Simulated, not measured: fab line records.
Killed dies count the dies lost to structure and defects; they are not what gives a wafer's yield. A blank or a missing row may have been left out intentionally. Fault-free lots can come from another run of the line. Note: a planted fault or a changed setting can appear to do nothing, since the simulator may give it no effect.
Chamber matching	flow nand_harc	4 sister chambers for NHARC_A_CONTACT_ETCH_91 on rie_diel-11
The step etches the open film in CH3F/O2, target depth 40 nm, time 85.7 s. 14 wafers are shown with their chamber, then 7 later ones without.

## WAFERS WITH THEIR CHAMBER
wafer	chamber	drypump_motor_current_A (A)	rf_vpp_V (V)	ch3f_flow_sccm (sccm)
L312.1	3	5.6	247.6	50.09
L312.2	0	6.3	241.9	50.11
L312.3	2	5.1	246.0	49.87
L314.1	1	5.5	247.5	50.18
L314.3	3	5.6	247.2	49.87
L314.5	0	6.3	241.5	49.88
L315.1	1	5.5	247.8	50.04
L315.2	2	5.1	247.6	49.76
L315.3	0	6.3	242.4	50.25
L318.1	0	6.4	243.3	50.01
L318.4	3	5.6	247.6	49.78
L318.5	2	5.1	246.1	49.91
L319.1	3	5.6	246.2	50.00
L319.2	0	6.3	241.8	49.80

SIGNATURES (means of the wafers above)
reading	chamber 0	chamber 1	chamber 2	chamber 3	scatter within a chamber
drypump_motor_current_A	6.320	5.500	5.100	5.600	0.0283
rf_vpp_V	242.180	247.650	246.567	247.150	0.704
ch3f_flow_sccm	50.0100	50.1100	49.8467	49.9350	0.144
Rule: a wafer lies at a distance from a chamber equal to the root of the sum of squares, over the readings, of (its reading less the chamber's mean, divided by the reading's scatter). If the next closest chamber is less than 2 further off than the closest, the wafer can't be placed; otherwise it belongs to the closest. The scatter: the root of (the sum of the squares of (reading less its chamber's mean) over the shown wafers, divided by (wafers less chambers)).

## WAFERS MISSING THEIR CHAMBER
wafer	drypump_motor_current_A (A)	rf_vpp_V (V)	ch3f_flow_sccm (sccm)
L319.5	5.5	245.5	50.13
L320.1	5.1	246.3	50.05
L320.2	5.6	245.7	50.14
L320.4	6.4	243.6	50.18
L322.1	5.6	246.5	49.86
L322.2	6.3	243.4	49.67
L322.6	5.6	246.3	50.13

## WHICH CHAMBER EACH WENT THROUGH
wafer	from the rows above	in truth
L319.5	can't be placed: 1 or 3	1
L320.1	2	2
L320.2	can't be placed: 3 or 1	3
L320.4	0	0
L322.1	3	3
L322.2	0	0
L322.6	3	3
Correctly placed: 5 of 7. Can't be placed from these rows: 2 (the true chamber is among the candidates in 2). Number placed wrongly: 0.
